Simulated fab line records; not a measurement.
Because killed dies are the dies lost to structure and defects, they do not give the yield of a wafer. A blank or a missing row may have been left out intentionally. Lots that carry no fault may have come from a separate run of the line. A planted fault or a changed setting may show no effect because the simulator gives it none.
Struck lot and sound lot, side by side | flow nand harc | 14 steps out of a route of 1159
Sound: wafers L513.2, L513.4, L513.6. Struck: wafers L522.3, L522.4, L522.6. The cause is named last.
For every step that has rows: the tool of each side, followed by ch and its chambers, followed by its first start. Under that, the readings that differ: sound wafers | struck wafers | difference of the means | sigmas: that difference in standard deviations of wafers without a fault.
alike: words and numbers the same on both sides, and readings whose means are apart by under 2 such deviations; not compared: readings that were withheld, readings missing a value for some wafer, numbers with overlapping values and no deviation given by the record, and bounds like >300 which may hide the same value.
Wherever a step has rows on one side only, a row that says differs or no value, or a row with sigmas, the two part there. When numbers do not overlap yet have no deviation, they are printed without sigmas and do not part them. Lack of a reading on every wafer of one side parts them only where that side has two or more wafers.

NHARC_A_WL_FILL_INSPECT_15:
  sound on defect inspect-01 at day 16 06:04; struck on defect inspect-01 at day 18 14:25
  alike: raw defect count
NHARC_A_CONTACT_DEP_24: deposits SiO2, target thk 500 nm.
  sound on pecvd-02 ch 0,1,2, day 16 06:15; struck on pecvd-03 ch 0,2, day 18 14:30
  alike: heater power w, throttle valve pct
NHARC_A_CONTACT_DEP_28: deposits aC, target thk 3600 nm.
  sound on acl dep-01 ch 0, day 16 07:26; struck on acl dep-02 ch 0, day 18 15:51
  alike: throttle valve pct
NHARC_A_CONTACT_DEP_29: deposits SiON, target thk 70 nm.
  sound on pecvd-03 ch 0,2, day 16 09:21; struck on pecvd-02 ch 0,1, day 18 17:33
  alike: heater power w
then, 7 steps without rows for these wafers: NHARC_A_CONTACT_DEHYDRATE_32 (time 120 s); NHARC_A_CONTACT_HMDS_33 (time 30 s); NHARC_A_CONTACT_COAT_34 (time 75 s); NHARC_A_CONTACT_COAT_35 (time 65 s); NHARC_A_CONTACT_COAT_36 (resist thk 90 nm); NHARC_A_CONTACT_SOFTBAKE_37 (time 55 s); NHARC_A_CONTACT_EBR_38.
NHARC_A_CONTACT_EXPOSE_39: exposes mask A CC 3.
  sound on arfi scanner-02 ch 0, day 16 09:55; struck on arfi scanner-03 ch 0, day 18 18:01
  reading              | sound             | struck            | difference | sigmas
  exposure dose mJ cm2 | 58.79 58.75 58.87 | 59.82 59.86 59.91 | +1.06      | +16
  alike: mask
then, 1 step without rows for these wafers: NHARC_A_CONTACT_PEB_40 (peb time 65 s).
-- record jumps: 3 days between struck wafers' starts before vs after; left off in module A_CONTACT, resumes in module END, first step shown is number 1159 of the route --
NHARC_END_SORT_01:
  sound on prober-02 ch 0, day 19 17:45; struck on prober-01 ch 0, day 22 04:24
  reading         | sound    | struck   | difference | sigmas
  killed at array | 12 10 17 | 33 26 40 | +20        | +2
  alike: killed at other, killed at periphery, killed dies, killed open, killed short

== WHERE THEY PART ==
Earliest at NHARC_A_CONTACT_EXPOSE_39; latest, in this record, at NHARC_END_SORT_01.

WHY: the cause the simulator had injected
Process parameter drift: arfi scanner-03, from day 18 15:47 on, at NHARC_A_CONTACT_EXPOSE_39. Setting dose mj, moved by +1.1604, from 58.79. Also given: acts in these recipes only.
